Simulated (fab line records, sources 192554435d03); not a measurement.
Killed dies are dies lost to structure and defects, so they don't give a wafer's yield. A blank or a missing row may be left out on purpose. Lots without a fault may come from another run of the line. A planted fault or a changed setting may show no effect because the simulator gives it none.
Chamber matching | flow n5_finfet | N5_FIN_CUT_CUT_ETCH_27 on rie_diel-05: 4 sister chambers
The step etches SiO2 in CHF3/O2, target depth 4 nm, overetch 2 nm, time 4.9 s. 8 wafers are shown with their chamber, then 10 later ones without.

WAFERS WITH THEIR CHAMBER
wafer  | chamber | rf_vpp_V (V) | showerhead_plenum_p_Torr (Torr)
L079.5 | 3       | 553          | 2.52
L083.6 | 2       | 533          | 2.33
L085.3 | 3       | 553          | 2.51
L090.3 | 1       | 524          | 2.47
L090.4 | 2       | 534          | 2.33
L090.6 | 0       | 486          | 2.30
L091.2 | 1       | 525          | 2.47
L091.3 | 0       | 485          | 2.30

WAFERS WITHOUT THEIR CHAMBER
wafer  | rf_vpp_V (V) | showerhead_plenum_p_Torr (Torr)
L091.5 | 535          | 2.32
L092.1 | 525          | 2.47
L092.2 | 553          | 2.51
L092.5 | 487          | 2.30
L094.2 | 486          | 2.30
L094.3 | 553          | 2.51
L094.6 | 526          | 2.47
L095.2 | 487          | 2.30
L095.5 | 554          | 2.51
L095.6 | 484          | 2.30

WHICH CHAMBER EACH WENT THROUGH
wafer  | from the rows above | in truth
L091.5 | 2                   | 2
L092.1 | 1                   | 1
L092.2 | 3                   | 3
L092.5 | 0                   | 0
L094.2 | 0                   | 0
L094.3 | 3                   | 3
L094.6 | 1                   | 1
L095.2 | 0                   | 0
L095.5 | 3                   | 3
L095.6 | 0                   | 0
Placed correctly: 10 of 10. Can't be placed from these rows: 0. Placed wrongly: 0.
How it was worked out, from the rows above alone: a wafer's distance from a chamber is the root of the sum, over the readings, of the square of ((its reading less the chamber's mean) divided by the reading's scatter). The wafer belongs to the nearest chamber; if the next one is less than 2 further off, it can't be placed. A chamber's mean is the mean of its shown wafers. The scatter: the root of (the sum of the squares of (reading less its chamber's mean) over the shown wafers, divided by (wafers less chambers)).
